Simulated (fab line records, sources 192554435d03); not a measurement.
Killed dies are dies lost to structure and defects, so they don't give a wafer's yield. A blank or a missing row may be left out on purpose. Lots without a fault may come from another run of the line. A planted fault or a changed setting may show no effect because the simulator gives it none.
fab line records | flow n5_finfet
record lots=5 wafers=15 last_day=17
route steps=1938 shown BEOL_M4@1111 BEOL_M5@1112 PASSIVATION@1936
lots that met no fault: from a run of the same line without faults
start_h: hours from the record's first day to the start of the lot's first wafer shown | wait_h: hours since the lot's step before | " the same as in the row above | L1.1+2: a row that stands for several wafers | - no value, or no start given | * or withheld: withheld | < > ~ a bound
route shown NAME@n: a module of which the file shows steps, and the number in the route of the first | usual: mean/standard deviation of fault-free wafers | same: alike in all rows | chamber/n: place in a boat | sites: the reading at each site | _std_site: their standard deviation | _edge_site: outer sites' mean less inner sites' | radius_mm: how far each site lies from the wafer's centre | mask NAME#n: copy n | behind: the tool/chamber that last shaped the wafer | hold: why the lot was held/for how many hours/how that ended | device: the transistor (n, p or np) that didn't switch | end of line: the same wafers' tests at the end of the route | a step without rows: its recipe alone | killed: dies lost to structure and defects at the first sort, not the wafer's yield | map: a wafer's dies, x killed, . not, _ none there
set.NAME: the setting as run; set.NAME@STEP: as run at that earlier step | model.NAME: the simulator's own value behind a step, which no gauge read
lots at some steps of the route; a table a step, a row a wafer
services: from which hour (start_h, from the record's first day; less than 0 if before it) a tool's chamber was out of use, for how many hours, and why
## steps
# step N5_BEOL_M4_RC_MEAS_101
# usual DIBL_N=36.3/1.6 DIBL_P=36.2/2 IOFF_N=0.160/0.028 IOFF_P=0.21/0.036 ION_N=677/11 ION_P=465/6.9 SS_N=71.5/0.55 SS_P=73.3/0.64 VT_N=250/3 VT_P=-250/3.5
# columns lot.wafer tool chamber start_h wait_h DIBL_N[mV/V] DIBL_P[mV/V] IOFF_N[nA/um] IOFF_P[nA/um] ION_N[uA/um] ION_P[uA/um] SS_N[mV/dec] SS_P[mV/dec] VT_N[mV] VT_P[mV]
L309.3 prober-01 0 165.19 0.3 36.3 35.7 0.153 0.21 671 465 70.3 72.9 252 -248
L309.4 " 0 " " 37.3 36.0 0.178 0.22 681 468 71.6 72.5 245 -250
L309.6 " 0 " " 37.6 36.8 0.164 0.24 677 471 71.2 73.3 248 -246
L313.3 prober-01 0 200.47 0.3 34.3 35.0 0.133 0.18 672 462 70.8 72.0 251 -255
L313.4 " 0 " " 36.3 37.6 0.171 0.21 676 466 71.5 73.9 249 -252
L313.6 " 0 " " 34.3 34.3 0.136 0.18 688 469 70.8 73.1 249 -252
L314.2 prober-02 0 202.88 0.2 39.6 38.5 0.186 0.26 680 468 71.5 73.9 247 -247
L314.3 " 0 " " 40.0 39.4 0.186 0.27 678 469 72.4 74.2 247 -246
L314.4 " 0 " " 40.5 39.6 0.221 0.27 694 471 71.8 73.8 245 -244
L325.1 prober-01 0 277.38 0.0 34.2 34.1 0.119 0.17 664 459 71.1 73.0 257 -255
L325.3 " 0 " " 34.3 33.9 0.118 0.17 667 462 71.2 72.3 252 -250
L325.4 " 0 " " 34.3 34.6 0.124 0.18 668 459 71.3 72.8 254 -252
L332.2 prober-02 0 309.64 0.2 35.1 34.3 0.134 0.17 679 462 70.7 73.3 251 -255
L332.5 " 0 " " 35.7 35.7 0.144 0.18 665 452 71.8 73.6 251 -252
L332.6 " 0 " " 35.9 36.2 0.152 0.18 683 460 71.4 73.5 249 -254
# step N5_BEOL_M5_ILD_DEP_00
# recipe material=SiCOH_lowk target_thk_a=1406.4 temp_c=300 precursor=DEMS/porogen pressure_torr=5 rf_w=500 time_s=25.9
# usual heater_power_w=276/50 showerhead_plenum_p_Torr=5.742/0.016 throttle_valve_pct=14.1/0.54
# columns lot.wafer tool chamber start_h wait_h heater_power_w showerhead_plenum_p_Torr throttle_valve_pct
L309.3 pecvd-03 0 165.85 0.5 280 5.724 14.6
L309.4 " 1 " " 389 5.736 14.0
L309.6 " 0 " " 281 5.737 14.4
L313.3 pecvd-02 1 201.14 0.5 213 5.754 14.5
L313.4 " 2 " " 271 5.772 13.8
L313.6 " 1 " " 221 5.743 14.4
L314.2 pecvd-01 2 203.69 0.7 356 5.755 13.0
L314.3 " 0 " " 399 5.753 12.9
L314.4 " 2 " " 358 5.750 12.8
L325.1 pecvd-02 0 278.37 0.8 241 5.731 14.5
L325.3 " 1 " " 229 5.747 14.4
L325.4 " 1 " " 230 5.742 14.4
L332.2 pecvd-02 0 310.45 0.7 277 5.723 14.9
L332.5 " 0 " " 275 5.722 14.7
L332.6 " 2 " " 296 5.763 13.8
# step N5_BEOL_M5_CURE_79
# recipe temp_c=385 time_s=240 ambient=He/Ar material=SiCOH_lowk
# step N5_BEOL_M5_THK_MEAS_01
# recipe reads=SiCOH_lowk_of_BEOL_M5_ILD_DEP_00
# usual M5_ILD_THK=121.2/1.5
# columns lot.wafer tool chamber start_h wait_h M5_ILD_THK[nm]
L309.3 film_metro-02 - 166.42 0.3 118.8
L309.4 " - " " 120.7
L309.6 " - " " 120.7
L313.3 film_metro-02 - 201.71 0.3 120.2
L313.4 " - " " 122.8
L313.6 " - " " 121.8
L314.2 film_metro-02 - 204.27 0.4 120.6
L314.3 " - " " 119.3
L314.4 " - " " 123.4
L325.1 film_metro-01 - 278.94 0.4 121.0
L325.3 " - " " 121.3
L325.4 " - " " 122.8
L332.2 film_metro-02 - 311.02 0.4 118.1
L332.5 " - " " 119.4
L332.6 " - " " 119.9
# step N5_BEOL_M5_PECVD_70
# recipe material=SiO2 target_thk_a=160 temp_c=400 precursor=TEOS/O2 pressure_torr=5.5 rf_w=450 teos_flow_sccm=53.8 gas=O2 flow_sccm=3000 time_s=18
# usual heater_power_w=678/110 showerhead_plenum_p_Torr=8.79/0.055 throttle_valve_pct=22.5/1.1
# columns lot.wafer tool chamber start_h wait_h heater_power_w showerhead_plenum_p_Torr throttle_valve_pct
L309.3 pecvd-02 0 166.46 0.0 625 8.70 23.6
L309.4 " 1 " " 597 8.80 23.5
L309.6 " 0 " " 638 8.71 23.4
L313.3 pecvd-02 0 201.75 0.0 626 8.70 23.7
L313.4 " 1 " " 580 8.80 23.5
L313.6 " 2 " " 634 8.86 22.1
L314.2 pecvd-01 1 204.31 0.0 572 8.79 23.1
L314.3 " 2 " " 781 8.81 20.6
L314.4 " 2 " " 770 8.80 20.6
L325.1 pecvd-01 1 278.98 0.0 510 8.81 23.4
L325.3 " 2 " " 686 8.77 20.8
L325.4 " 0 " " 913 8.79 20.7
L332.2 pecvd-01 0 311.06 0.0 926 8.78 20.5
L332.5 " 1 " " 597 8.77 23.3
L332.6 " 0 " " 947 8.79 20.5
# step N5_BEOL_M5_HM_DEP_02
# recipe material=TiN target_thk_a=200 temp_c=25 chamber_pressure_pa=0.49996
# usual throttle_valve_pct=30.2/0.92
# columns lot.wafer tool chamber start_h wait_h throttle_valve_pct
L309.3 pvd_sputter-02 - 167.15 0.7 29.6
L309.4 " - " " 30.4
L309.6 " - " " 29.3
L313.3 pvd_sputter-02 - 203.69 1.9 29.2
L313.4 " - " " 29.0
L313.6 " - " " 30.4
L314.2 pvd_sputter-01 - 204.37 0.0 30.6
L314.3 " - " " 31.9
L314.4 " - " " 31.1
L325.1 pvd_sputter-03 - 279.81 0.8 31.5
L325.3 " - " " 30.2
L325.4 " - " " 29.1
L332.2 pvd_sputter-01 - 312.76 1.7 29.5
L332.5 " - " " 31.2
L332.6 " - " " 30.3
# step N5_BEOL_M5_COAT_59
# recipe resist=SOC temp_c=250 time_s=60 spin_rpm=1500 resist_thk_nm=60
# step N5_BEOL_M5_COAT_60
# recipe resist=SiARC temp_c=220 time_s=60 spin_rpm=1500 resist_thk_nm=12
# step N5_BEOL_M5_COAT_71
# recipe resist=underlayer temp_c=205 time_s=60 spin_rpm=1500 resist_thk_nm=5
# step N5_BEOL_M5_COAT_05
# recipe resist=CAR-EUV spin_rpm=1500 resist_thk_nm=30
# step N5_BEOL_M5_EBR_07
# recipe solvent=PGMEA ebr_width_mm=1.5
# step N5_BEOL_M5_SOFTBAKE_06
# recipe temp_c=110 time_s=60 resist=CAR-EUV
# step N5_BEOL_M5_EXPOSE_08
# recipe mask_id=M5 na=0.33 source_shape=annular sigma_inner=0.4 sigma_outer=0.8 polarization=unpolarized target_cd_nm=28 dose_mj=35.75
# usual stage_msd_nm=0.852/0.018
# columns lot.wafer tool chamber start_h wait_h mask stage_msd_nm
L309.3 euv_scanner-02 0 167.55 - M5#0 0.867
L309.4 " 0 " " M5#0 0.868
L309.6 " 0 " " M5#0 0.865
L313.3 euv_scanner-02 0 204.09 - M5#0 0.868
L313.4 " 0 " " M5#0 0.867
L313.6 " 0 " " M5#0 0.867
L314.2 euv_scanner-01 0 204.76 - M5#0 0.834
L314.3 " 0 " " M5#0 0.833
L314.4 " 0 " " M5#0 0.833
L325.1 euv_scanner-01 0 280.19 - M5#0 0.826
L325.3 " 0 " " M5#0 0.825
L325.4 " 0 " " M5#0 0.826
L332.2 euv_scanner-02 0 313.03 - M5#0 0.863
L332.5 " 0 " " M5#0 0.860
L332.6 " 0 " " M5#0 0.859
# step N5_BEOL_M5_PEB_09
# recipe peb_temp_c=100 peb_time_s=60 resist=CAR-EUV
# step N5_BEOL_M5_DEVELOP_10
# recipe develop_time_s=30 developer=TMAH resist=CAR-EUV rinse_liquid=surfactant_rinse dry=air_spin dev_temp_c=23
# step N5_BEOL_M5_CD_MEAS_11
# recipe target_cd_nm=27.74 landing_energy_ev=500 detector=se_inlens
# usual cd_nm=27.85/0.26
# columns lot.wafer tool chamber start_h wait_h cd_nm
L309.3 cd_sem-03 0 167.67 - 28.60
L309.4 " 0 " " 27.80
L309.6 " 0 " " 27.59
L313.3 cd_sem-01 0 204.21 - 28.03
L313.4 " 0 " " 27.94
L313.6 " 0 " " 27.50
L314.2 cd_sem-01 0 204.88 - 27.96
L314.3 " 0 " " 27.43
L314.4 " 0 " " 27.00
L325.1 cd_sem-02 0 280.32 - 27.66
L325.3 " 0 " " 27.38
L325.4 " 0 " " 27.37
L332.2 cd_sem-01 0 313.15 - 27.94
L332.5 " 0 " " 27.94
L332.6 " 0 " " 27.88
# step N5_BEOL_M5_OVL_MEAS_12
# recipe points_per_wafer=522
# usual M5_OVL=-0.1/0.63
# columns lot.wafer tool chamber start_h wait_h M5_OVL[nm]
L309.3 overlay-01 0 167.71 0.0 -0.2
L309.4 " 0 " " -0.9
L309.6 " 0 " " -0.4
L313.3 overlay-01 0 204.25 0.0 -0.4
L313.4 " 0 " " -1.0
L313.6 " 0 " " -1.5
L314.2 overlay-01 0 204.92 0.0 -0.8
L314.3 " 0 " " -0.1
L314.4 " 0 " " -0.5
L325.1 overlay-02 0 280.35 0.0 0.0
L325.3 " 0 " " 0.3
L325.4 " 0 " " -0.3
L332.2 overlay-02 0 313.18 0.0 -0.7
L332.5 " 0 " " -0.2
L332.6 " 0 " " 0.0
# step N5_BEOL_M5_INSPECT_13
# recipe mode=adi inspect_instrument=brightfield
# usual raw_defect_count=398/95
# columns lot.wafer tool chamber start_h wait_h raw_defect_count
L309.3 defect_inspect-02 - 167.77 0.1 491
L309.4 " - " " 393
L309.6 " - " " 342
L313.3 defect_inspect-01 - 204.30 0.0 443
L313.4 " - " " 339
L313.6 " - " " 462
L314.2 defect_inspect-02 - 204.97 0.0 295
L314.3 " - " " 338
L314.4 " - " " 256
L325.1 defect_inspect-02 - 280.41 0.1 381
L325.3 " - " " 400
L325.4 " - " " 474
L332.2 defect_inspect-02 - 313.24 0.0 450
L332.5 " - " " 533
L332.6 " - " " 462
# step N5_BEOL_M5_DESCUM_16
# recipe chemistry=O2 time_s=7 source_power_w=50 bias_power_w=20 pressure_mtorr=20 rf_frequency_hz=2.712e+07 temp_c=40 resist=CAR-EUV o2_flow_sccm=225
# usual drypump_motor_current_A=5.8/0.51 oes_product_au=0.80/0.082 rf_vpp_V=243.1/1.2 showerhead_plenum_p_Torr=2.09/0.066 throttle_valve_pct=20.43/0.29
# columns lot.wafer tool chamber start_h wait_h drypump_motor_current_A oes_product_au rf_hours_counter_h rf_vpp_V showerhead_plenum_p_Torr throttle_valve_pct model.BEOL_M5.cd_nm
L309.3 rie_diel-04 3 167.80 0.0 5.4 0.68 240 243.9 2.13 20.29 27.8
L309.4 " 1 " " 5.6 0.79 111 242.8 2.12 20.47 27.8
L309.6 " 3 " " 5.4 0.68 - 243.4 2.13 20.29 27.8
L313.3 rie_diel-05 2 204.37 0.1 5.2 0.74 178 242.4 2.08 20.22 27.6
L313.4 " 0 " " 5.7 0.79 110 244.6 2.20 20.16 27.8
L313.6 " 2 " " 5.2 0.74 - 243.1 2.08 20.25 27.6
L314.2 rie_diel-01 3 205.01 0.0 5.2 0.83 56 243.9 2.13 20.62 27.6
L314.3 " 1 " " 5.5 0.86 78 243.2 2.13 20.04 27.8
L314.4 " 2 " " 5.4 0.92 20 242.2 2.05 20.40 27.6
L325.1 rie_diel-05 3 280.92 0.5 6.3 0.78 127 243.1 2.10 20.82 27.6
L325.3 " 0 " " 5.7 0.77 133 244.7 2.19 20.19 27.6
L325.4 " 1 " " 5.7 0.72 182 242.2 1.99 20.75 27.2
L332.2 rie_diel-04 3 313.27 0.0 5.4 0.90 27 243.2 2.12 19.85 27.8
L332.5 " 3 " " 5.4 0.90 - 243.6 2.12 19.85 27.8
L332.6 " 2 " " 6.5 0.71 - 239.7 1.98 20.75 28.2
# step N5_BEOL_M5_ETCH_72
# recipe chemistry=N2/H2 target=underlayer target_depth_a=65 mask_material=CAR-EUV time_s=5.2 ion_energy_ev=200 pressure_mtorr=30 source_w=840 bias_w=150 n2_flow_sccm=200 h2_flow_sccm=200 ends=cleared
# usual drypump_motor_current_A=5.8/0.51 etch_rf_on_time_s=5.19/0.14 oes_product_au=0.68/0.07 rf_vpp_V=524.1/2.4 showerhead_plenum_p_Torr=2.55/0.08 throttle_valve_pct=17.90/0.27
# columns lot.wafer tool chamber start_h wait_h drypump_motor_current_A etch_rf_on_time_s oes_product_au rf_hours_counter_h rf_vpp_V showerhead_plenum_p_Torr throttle_valve_pct
L309.3 rie_diel-04 3 167.83 0.0 5.3 5.30 0.59 240 526.1 2.61 17.85
L309.4 " 1 " " 5.6 5.23 0.65 111 524.1 2.57 18.04
L309.6 " 3 " " 5.4 5.28 0.59 - 525.2 2.61 17.88
L313.3 rie_diel-05 2 204.40 0.0 5.2 5.22 0.63 178 524.0 2.54 17.79
L313.4 " 0 " " 5.7 5.20 0.66 110 526.8 2.67 17.61
L313.6 " 2 " " 5.2 5.23 0.63 - 524.7 2.54 17.81
L314.2 rie_diel-01 3 205.05 0.0 5.2 4.84 0.73 56 524.8 2.57 18.02
L314.3 " 1 " " 5.5 4.92 0.74 78 525.6 2.58 17.51
L314.4 " 2 " " 5.3 5.17 0.78 20 522.0 2.48 17.72
L325.1 rie_diel-05 3 280.96 0.0 6.3 5.21 0.66 127 524.0 2.54 18.22
L325.3 " 0 " " 5.7 5.19 0.65 133 529.3 2.66 17.61
L325.4 " 1 " " 5.8 5.37 0.60 182 522.1 2.42 18.20
L332.2 rie_diel-04 3 313.31 0.0 5.3 5.08 0.77 27 527.0 2.59 17.43
L332.5 " 3 " " 5.4 5.03 0.78 - 523.4 2.59 17.43
L332.6 " 2 " " 6.5 5.23 0.61 - 521.5 2.43 18.25
# step N5_BEOL_M5_ETCH_61
# recipe chemistry=CF4 target=SiARC target_depth_a=156 mask_material=CAR-EUV time_s=26 ion_energy_ev=80 pressure_mtorr=40 source_w=545 bias_w=36 Ar_flow_sccm=100 cf4_flow_sccm=100 ends=cleared
# usual drypump_motor_current_A=5.8/0.51 etch_rf_on_time_s=25.9/0.65 oes_product_au=0.68/0.07 rf_vpp_V=184.2/1.1 showerhead_plenum_p_Torr=2.15/0.06 throttle_valve_pct=15.60/0.29
# columns lot.wafer tool chamber start_h wait_h drypump_motor_current_A etch_rf_on_time_s oes_product_au rf_hours_counter_h rf_vpp_V showerhead_plenum_p_Torr throttle_valve_pct model.BEOL_M5.cd_nm
L309.3 rie_diel-04 3 167.85 0.0 5.4 26.2 0.59 240 184.2 2.20 15.63 28
L309.4 " 1 " " 5.6 25.7 0.67 111 183.8 2.15 15.51 28
L309.6 " 3 " " 5.4 26.0 0.59 - 186.6 2.20 15.61 28
L313.3 rie_diel-05 2 204.42 0.0 5.2 26.0 0.63 178 184.4 2.14 15.48 27.6
L313.4 " 0 " " 5.7 26.1 0.67 110 184.6 2.25 15.43 28
L313.6 " 2 " " 5.2 25.7 0.63 - 185.7 2.14 15.51 27.6
L314.2 rie_diel-01 3 205.06 0.0 5.2 24.4 0.73 56 185.9 2.17 15.68 27.6
L314.3 " 1 " " 5.5 25.0 0.74 78 184.0 2.16 15.15 27.8
L314.4 " 2 " " 5.3 26.0 0.78 20 185.4 2.09 15.43 27.6
L325.1 rie_diel-05 3 280.97 0.0 6.3 25.9 0.67 127 183.9 2.16 16.05 27.6
L325.3 " 0 " " 5.7 26.0 0.65 133 183.8 2.25 15.47 27.6
L325.4 " 1 " " 5.8 27.0 0.61 182 183.0 2.04 15.86 27.4
L332.2 rie_diel-04 3 313.32 0.0 5.4 25.3 0.78 27 183.7 2.19 15.16 27.8
L332.5 " 3 " " 5.4 25.3 0.77 - 186.1 2.19 15.17 27.8
L332.6 " 2 " " 6.5 26.1 0.60 - 183.2 2.06 16.04 28
# step N5_BEOL_M5_ETCH_62
# recipe chemistry=N2/H2 target=SOC target_depth_a=750 overetch_a=150 mask_material=SiARC temp_c=40 time_s=112.5 ion_energy_ev=200 pressure_mtorr=30 source_w=840 bias_w=150 n2_flow_sccm=200 h2_flow_sccm=200
# usual drypump_motor_current_A=5.8/0.51 oes_product_au=0.63/0.061 rf_vpp_V=524.1/2.2 showerhead_plenum_p_Torr=2.55/0.08 throttle_valve_pct=17.87/0.27
# columns lot.wafer tool chamber start_h wait_h drypump_motor_current_A oes_product_au rf_hours_counter_h rf_vpp_V showerhead_plenum_p_Torr throttle_valve_pct
L309.3 rie_diel-04 3 167.88 0.0 5.4 0.55 240 524.6 2.61 17.82
L309.4 " 1 " " 5.6 0.61 111 526.1 2.57 17.98
L309.6 " 3 " " 5.4 0.55 - 524.4 2.61 17.82
L313.3 rie_diel-05 2 204.45 0.0 5.2 0.58 178 523.8 2.54 17.78
L313.4 " 0 " " 5.7 0.62 110 529.0 2.67 17.58
L313.6 " 2 " " 5.2 0.58 - 522.7 2.54 17.77
L314.2 rie_diel-01 3 205.09 0.0 5.2 0.66 56 525.5 2.57 17.96
L314.3 " 1 " " 5.5 0.67 78 524.2 2.58 17.46
L314.4 " 2 " " 5.4 0.72 20 523.0 2.48 17.69
L325.1 rie_diel-05 3 281.00 0.0 6.3 0.62 127 522.6 2.54 18.19
L325.3 " 0 " " 5.7 0.60 133 526.4 2.66 17.61
L325.4 " 1 " " 5.8 0.58 182 520.2 2.42 18.15
L332.2 rie_diel-04 3 313.35 0.0 5.4 0.71 27 526.4 2.60 17.37
L332.5 " 3 " " 5.4 0.72 - 524.9 2.60 17.40
L332.6 " 2 " " 6.5 0.57 - 520.9 2.43 18.21
# step N5_PASSIVATION_PROBE_49
# usual defect_limited_yield=91.2/1.5 killed_at_M0_to_M3=36/10 killed_at_M4_up=13/6 killed_at_contacts=11/5.2 killed_at_front_end=40/11 killed_at_other=3.1/2.9 killed_dies=104/17 killed_open=66/12 killed_short=34/7.7 sort_bin_5_function=5.1/0.91 sort_bin_6_memory=3.2/0.67 sort_n_pass=1076/17 sort_yield_pct=91.2/1.5
# same gross_dies=1180 killed_at_back_side=0 sort_bin_4_leakage[%]=0 sort_bin_8_speed[%]=0
# columns lot.wafer tool chamber start_h wait_h defect_limited_yield[%] killed_at_M0_to_M3 killed_at_M4_up killed_at_contacts killed_at_front_end killed_at_other killed_dies killed_open killed_short sort_bin_5_function[%] sort_bin_6_memory[%] sort_n_pass sort_yield_pct[%]
L313.3 prober-01 - 301.11 0.4 90.7 36 23 19 28 4 110 73 31 5.2 3.6 1070 90.7
L313.4 prober-01 - 301.16 0.4 91.4 45 17 12 22 6 102 68 32 5.3 2.9 1078 91.4
L313.6 prober-01 - 301.26 0.5 90.3 33 29 11 28 14 115 75 37 5.1 4.2 1065 90.3
L314.2 prober-02 - 306.29 0.1 90.8 20 14 8 64 2 108 63 41 5.0 4.0 1072 90.8
L314.3 prober-02 - 306.34 0.1 93.1 20 23 4 32 3 82 51 29 4.2 2.5 1098 93.1
L314.4 prober-02 - 306.39 0.2 92.5 23 8 1 52 4 88 60 26 4.6 2.7 1092 92.5
L325.1 prober-01 - 380.15 0.0 91.2 44 9 13 36 2 104 73 29 5.3 3.4 1076 91.2
L325.3 prober-01 - 380.25 0.1 90.3 41 8 13 52 1 115 78 35 5.9 3.5 1065 90.3
L325.4 prober-01 - 380.30 0.2 89.5 54 12 17 39 2 124 74 41 5.0 4.5 1056 89.5
L332.2 prober-01 - 417.85 0.1 91.7 26 16 8 38 10 98 55 36 4.3 3.1 1082 91.7
L332.5 prober-01 - 418.00 0.2 92.3 27 23 11 27 3 91 64 23 4.5 2.9 1089 92.3
L332.6 prober-01 - 418.05 0.3 92.8 26 17 8 31 3 85 50 30 4.1 2.9 1095 92.8
# killed by level:class
L313.3 MOL_CONTACT_COAG:geometric_particle:open=16 BEOL_M4:geometric_particle:open=10 BEOL_M2:geometric_particle:open=8 BEOL_M1:geometric_particle:open=5 GATE_CUT:geometric_particle:short=4 BEOL_M0_SAQP:geometric_particle:open=4 BEOL_M0:geometric_particle:open=4 BEOL_M2:geometric_particle:short=4
L313.4 BEOL_M1:geometric_particle:open=11 MOL_CONTACT_COAG:geometric_particle:open=10 BEOL_M0_SAQP:geometric_particle:open=10 BEOL_M0_SAQP:geometric_particle:short=8 BEOL_M4:geometric_particle:open=7 STI_FIN_REVEAL:geometric_particle:open=5 BEOL_M3:geometric_particle:open=5 FIN_SAQP:geometric_particle:short=4
L313.6 BEOL_M4:geometric_particle:open=13 MOL_CONTACT_COAG:geometric_particle:open=10 STI_FIN_REVEAL:geometric_particle:open=7 GATE_CUT:geometric_particle:short=7 BEOL_M1:geometric_particle:open=7 BEOL_M2:geometric_particle:open=6 PASS1_CAP:geometric_particle:open=5 BEOL_M0:geometric_particle:open=5
L314.2 FIN_SAQP:geometric_particle:short=14 STI_FIN_REVEAL:geometric_particle:open=11 FIN_SAQP:geometric_particle:open=10 GATE_CUT:geometric_particle:short=8 BEOL_M4:geometric_particle:open=7 GATE_CUT:geometric_particle:open=5 BEOL_M0_SAQP:geometric_particle:open=5 STARTING-WAFER:geometric_particle:open=5
L314.3 BEOL_M4:geometric_particle:open=10 GATE_CUT:geometric_particle:short=7 FIN_SAQP:geometric_particle:open=6 FIN_SAQP:geometric_particle:short=5 BEOL_M0_SAQP:geometric_particle:short=5 BEOL_M3:geometric_particle:open=5 BEOL_M0_SAQP:geometric_particle:open=4 BEOL_M0:geometric_particle:open=4
L314.4 FIN_SAQP:geometric_particle:open=17 STI_FIN_REVEAL:geometric_particle:open=10 FIN_SAQP:geometric_particle:short=6 BEOL_M4:geometric_particle:open=5 GATE_CUT:geometric_particle:open=5 BEOL_M0_SAQP:geometric_particle:open=5 STI_FIN_REVEAL:geometric_particle:short=4 BEOL_M2:geometric_particle:open=4
L325.1 BEOL_M0_SAQP:geometric_particle:short=12 MOL_CONTACT_COAG:geometric_particle:open=11 BEOL_M3:geometric_particle:open=9 BEOL_M0_SAQP:geometric_particle:open=8 STI_FIN_REVEAL:geometric_particle:open=7 BEOL_M2:geometric_particle:open=7 FIN_SAQP:geometric_particle:short=5 FIN_SAQP:geometric_particle:open=5
L325.3 BEOL_M0_SAQP:geometric_particle:short=13 STI_FIN_REVEAL:geometric_particle:open=12 FIN_SAQP:geometric_particle:open=10 MOL_CONTACT_COAG:geometric_particle:open=10 BEOL_M0_SAQP:geometric_particle:open=7 DUMMY_GATE:geometric_particle:open=6 BEOL_M1:geometric_particle:open=5 BEOL_M2:geometric_particle:open=5
L325.4 BEOL_M0_SAQP:geometric_particle:short=16 MOL_CONTACT_COAG:geometric_particle:open=12 BEOL_M0_SAQP:geometric_particle:open=12 STI_FIN_REVEAL:geometric_particle:open=10 FIN_SAQP:geometric_particle:short=6 BEOL_M1:geometric_particle:open=6 BEOL_M3:geometric_particle:open=6 DUMMY_GATE:geometric_particle:open=5
L332.2 FIN_SAQP:geometric_particle:open=7 FIN_SAQP:geometric_particle:short=7 STI_FIN_REVEAL:geometric_particle:open=6 BEOL_M4:geometric_particle:open=6 BEOL_M1:geometric_particle:open=6 MOL_CONTACT_COAG:geometric_particle:open=5 BEOL_M0_SAQP:geometric_particle:open=5 GATE_CUT:geometric_particle:short=4
L332.5 MOL_CONTACT_COAG:geometric_particle:open=11 BEOL_M4:geometric_particle:open=8 FIN_SAQP:geometric_particle:open=7 BEOL_M1:geometric_particle:open=7 BEOL_M2:geometric_particle:open=5 FIN_SAQP:geometric_particle:short=4 BEOL_M0_SAQP:geometric_particle:open=4 BEOL_M1:geometric_particle:short=4
L332.6 FIN_SAQP:geometric_particle:open=11 BEOL_M4:geometric_particle:open=11 BEOL_M0_SAQP:geometric_particle:open=7 BEOL_M0_SAQP:geometric_particle:short=7 FIN_SAQP:geometric_particle:short=6 BEOL_M1:geometric_particle:short=5 STI_FIN_REVEAL:geometric_particle:open=3 MOL_CONTACT_COAG:geometric_particle:short=3
## services
# columns tool chamber start_h hours kind
pecvd-01 - 158.67 0.7 repair
euv_scanner-02 - 159.10 4.6 pm
pvd_sputter-03 - 169.46 17.4 repair
euv_scanner-02 - 181.79 1.0 pm
rie_diel-01 - 187.24 4.3 pm
pecvd-03 - 194.16 6.6 repair
euv_scanner-01 - 196.86 1.0 pm
rie_diel-01 - 206.39 0.5 repair
euv_scanner-01 - 207.38 1.3 repair
euv_scanner-01 - 231.55 18.0 repair
euv_scanner-02 - 239.55 0.3 repair
euv_scanner-02 - 249.51 1.0 pm
euv_scanner-01 - 253.01 1.0 pm
euv_scanner-01 - 254.02 4.6 pm
pecvd-03 - 257.52 0.3 repair
euv_scanner-02 - 259.53 1.8 repair
pvd_sputter-01 - 265.60 4.9 repair
rie_diel-01 1 286.80 6.7 repair
euv_scanner-01 - 290.26 5.8 pm
euv_scanner-02 - 296.07 1.0 pm
rie_diel-05 0 300.39 21.1 repair
rie_diel-05 2 303.66 4.9 repair
pvd_sputter-02 - 306.05 1.9 repair
euv_scanner-01 - 309.16 1.0 pm
## key
first_sign none at tools or gauges
model_effect step=N5_BEOL_M5_DESCUM_16 value=BEOL_M5.cd_nm without=27.73 struck=27.47
model_effect step=N5_BEOL_M5_ETCH_61 value=BEOL_M5.cd_nm without=27.87 struck=27.53
met_at N5_BEOL_M5_EXPOSE_08
struck_wafers L325.1,L325.3,L325.4
onset_between 204.76 280.19
also_fits N5_BEOL_M5_HM_DEP_02:pvd_sputter-03,N5_BEOL_M5_DESCUM_16:rie_diel-05
fault kind=process_parameter_drift tool=euv_scanner-01 chamber=- onset_h=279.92 steps=N5_BEOL_M5_EXPOSE_08 channel=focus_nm offset=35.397 spread_by_wafer=0.3 shape=step end_h=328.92
